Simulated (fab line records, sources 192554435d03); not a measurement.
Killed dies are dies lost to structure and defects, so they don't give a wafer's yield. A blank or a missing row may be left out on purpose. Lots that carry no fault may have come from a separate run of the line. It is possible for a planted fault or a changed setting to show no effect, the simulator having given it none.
Split-lot study :: flow n5 finfet :: 21 wafers read from 7 lots, route of 1938 steps

## THE SPLIT ITSELF
At N5_FIN_CUT_CUT_ETCH_15 (etches Si in HBr/Cl2/O2, target depth 100 nm, bt time 10 s, time 42.4 s), the setting time s was moved away from the recipe's 42.4 s on 6 of the 21 wafers read, by -17.6% to +14.6%. This setting was run at the recipe's value on the other wafers.

Between the split and the reading, the file records no step.

## THE READING
SOC_of_FIN_CUT_COAT_18.thk nm (the simulator's own value, which no gauge read), in nm, at N5_FIN_CUT_CUT_ETCH_28 (etches Si in HBr/Cl2/O2, target depth 6 nm, time 2.4 s). There is no usual value for it anywhere in the file. Here, 15 wafers ran the recipe; their average is 169.1 nm with a standard deviation of 0.84 nm.

wafer: L074.1
tool, chamber at the split: rie si-02, 1
time s as run, s: 42.4
against the recipe: recipe
SOC_of_FIN_CUT_COAT_18.thk nm, nm: 169
against lot-mates on the recipe: -

wafer: L074.5
tool, chamber at the split: rie si-02, 2
time s as run, s: 42.4
against the recipe: recipe
SOC_of_FIN_CUT_COAT_18.thk nm, nm: 169.2
against lot-mates on the recipe: -

wafer: L074.6
tool, chamber at the split: rie si-02, 3
time s as run, s: 47.97
against the recipe: +13.1%
SOC_of_FIN_CUT_COAT_18.thk nm, nm: 164.2
against lot-mates on the recipe: -4.9

wafer: L075.3
tool, chamber at the split: rie si-03, 2
time s as run, s: 46.25
against the recipe: +9.1%
SOC_of_FIN_CUT_COAT_18.thk nm, nm: 167.6
against lot-mates on the recipe: -2.7

wafer: L075.4
tool, chamber at the split: rie si-03, 1
time s as run, s: 42.4
against the recipe: recipe
SOC_of_FIN_CUT_COAT_18.thk nm, nm: 170.2
against lot-mates on the recipe: -

wafer: L075.5
tool, chamber at the split: rie si-03, 1
time s as run, s: 42.4
against the recipe: recipe
SOC_of_FIN_CUT_COAT_18.thk nm, nm: 170.4
against lot-mates on the recipe: -

wafer: L080.1
tool, chamber at the split: rie si-03, 3
time s as run, s: 45.16
against the recipe: +6.5%
SOC_of_FIN_CUT_COAT_18.thk nm, nm: 166.8
against lot-mates on the recipe: -1.6

wafer: L080.2
tool, chamber at the split: rie si-03, 0
time s as run, s: 42.4
against the recipe: recipe
SOC_of_FIN_CUT_COAT_18.thk nm, nm: 167.8
against lot-mates on the recipe: -

wafer: L080.3
tool, chamber at the split: rie si-03, 1
time s as run, s: 42.4
against the recipe: recipe
SOC_of_FIN_CUT_COAT_18.thk nm, nm: 169
against lot-mates on the recipe: -

wafer: L084.2
tool, chamber at the split: rie si-02, 1
time s as run, s: 42.4
against the recipe: recipe
SOC_of_FIN_CUT_COAT_18.thk nm, nm: 168.6
against lot-mates on the recipe: -

wafer: L084.3
tool, chamber at the split: rie si-02, 0
time s as run, s: 42.4
against the recipe: recipe
SOC_of_FIN_CUT_COAT_18.thk nm, nm: 167.6
against lot-mates on the recipe: -

wafer: L084.5
tool, chamber at the split: rie si-02, 1
time s as run, s: 42.4
against the recipe: recipe
SOC_of_FIN_CUT_COAT_18.thk nm, nm: 168.2
against lot-mates on the recipe: -

wafer: L089.2
tool, chamber at the split: rie si-04, 2
time s as run, s: 42.4
against the recipe: recipe
SOC_of_FIN_CUT_COAT_18.thk nm, nm: 168.4
against lot-mates on the recipe: -

wafer: L089.5
tool, chamber at the split: rie si-04, 1
time s as run, s: 42.4
against the recipe: recipe
SOC_of_FIN_CUT_COAT_18.thk nm, nm: 169.2
against lot-mates on the recipe: -

wafer: L089.6
tool, chamber at the split: rie si-04, 2
time s as run, s: 42.4
against the recipe: recipe
SOC_of_FIN_CUT_COAT_18.thk nm, nm: 170
against lot-mates on the recipe: -

wafer: L091.4
tool, chamber at the split: rie si-04, 3
time s as run, s: 48.6
against the recipe: +14.6%
SOC_of_FIN_CUT_COAT_18.thk nm, nm: 163.6
against lot-mates on the recipe: -5.2

wafer: L091.5
tool, chamber at the split: rie si-04, 3
time s as run, s: 42.4
against the recipe: recipe
SOC_of_FIN_CUT_COAT_18.thk nm, nm: 168.8
against lot-mates on the recipe: -

wafer: L091.6
tool, chamber at the split: rie si-04, 0
time s as run, s: 48.6
against the recipe: +14.6%
SOC_of_FIN_CUT_COAT_18.thk nm, nm: 162.8
against lot-mates on the recipe: -6.0

wafer: L095.3
tool, chamber at the split: rie si-04, 0
time s as run, s: 42.4
against the recipe: recipe
SOC_of_FIN_CUT_COAT_18.thk nm, nm: 169.2
against lot-mates on the recipe: -

wafer: L095.4
tool, chamber at the split: rie si-04, 3
time s as run, s: 34.95
against the recipe: -17.6%
SOC_of_FIN_CUT_COAT_18.thk nm, nm: 176.8
against lot-mates on the recipe: +7.1

wafer: L095.5
tool, chamber at the split: rie si-04, 3
time s as run, s: 42.4
against the recipe: recipe
SOC_of_FIN_CUT_COAT_18.thk nm, nm: 170.2
against lot-mates on the recipe: -

THE FIT
A straight line over all 21 wafers: SOC_of_FIN_CUT_COAT_18.thk nm changes by -0.392 nm for each +1% of time s; r = -0.95; the points scatter about the line by 0.91 nm.
The same after taking each lot's own level away (the mean of its wafers on the recipe; 21 wafers): -0.379 nm for each +1%; r = -0.98; scatter 0.5 nm.
That fit puts the effect of the largest move of time s on the reading at 6.7 nm.
From 168.13 to 170.30 nm: that is the span of the lots' own levels, equal to 2.6 times the standard deviation above.
Consequently the slope shifts little with the lot-to-lot level, the two slopes agreeing.
Check: for one of the wafers moved furthest among these (-17.6%), held out of the fit, the line's prediction against its lot-mates is +6.47 nm. It came out at +7.1 nm against them.

## FURTHER SPLITS ON THESE WAFERS
Other splits were also applied to these wafers ahead of the reading. Each is held against what the fit with the lots' levels taken away leaves over:
other split on the same wafers: N5_ZERO_LAYER_PECVD_02 time s
wafers away from the commonest value: 8
r with SOC_of_FIN_CUT_COAT_18.thk nm (lot level and that fit taken away): +0.21

other split on the same wafers: N5_ZERO_LAYER_COAT_05 spin rpm
wafers away from the commonest value: 6
r with SOC_of_FIN_CUT_COAT_18.thk nm (lot level and that fit taken away): +0.39

other split on the same wafers: N5_WELL_APT_PEB_06 peb time s
wafers away from the commonest value: 10
r with SOC_of_FIN_CUT_COAT_18.thk nm (lot level and that fit taken away): +0.09

other split on the same wafers: N5_WELL_APT_COAT_19 spin rpm
wafers away from the commonest value: 6
r with SOC_of_FIN_CUT_COAT_18.thk nm (lot level and that fit taken away): +0.29

other split on the same wafers: N5_FIN_SAQP_SPACER1_ALD_24 ald cycles
wafers away from the commonest value: 8
r with SOC_of_FIN_CUT_COAT_18.thk nm (lot level and that fit taken away): -0.08

other split on the same wafers: N5_FIN_CUT_ETCH_21 time s
wafers away from the commonest value: 10
r with SOC_of_FIN_CUT_COAT_18.thk nm (lot level and that fit taken away): -0.32

## THE WHOLE CHAIN: every reading that the file lists as answering this split, in the file's order
step: N5_FIN_CUT_CUT_ETCH_15
what it does: etches Si in HBr/Cl2/O2, target depth 100 nm, bt time 10 s, time 42.4 s
reading: etch.depth nm (the simulator's own value, which no gauge read)
change (the file's fit): +1.04 nm for each +1% of the setting
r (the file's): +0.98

step: N5_FIN_CUT_CUT_ETCH_15
what it does: etches Si in HBr/Cl2/O2, target depth 100 nm, bt time 10 s, time 42.4 s
reading: FIN_CUT.feature depth nm (the simulator's own value, which no gauge read)
change (the file's fit): +1.04 nm for each +1% of the setting
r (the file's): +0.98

step: N5_FIN_CUT_CUT_ETCH_15
what it does: etches Si in HBr/Cl2/O2, target depth 100 nm, bt time 10 s, time 42.4 s
reading: SOC_of_FIN_CUT_COAT_18.thk nm (the simulator's own value, which no gauge read)
change (the file's fit): -0.375 nm for each +1% of the setting
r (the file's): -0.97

step: N5_FIN_CUT_CUT_ETCH_28
what it does: etches Si in HBr/Cl2/O2, target depth 6 nm, time 2.4 s
reading: SOC_of_FIN_CUT_COAT_18.thk nm (the simulator's own value, which no gauge read)
change (the file's fit): -0.373 nm for each +1% of the setting
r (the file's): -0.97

## THE FILE'S OWN FIT
SOC_of_FIN_CUT_COAT_18.thk nm changes by -0.373 nm for each +1% of time s, r = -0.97.
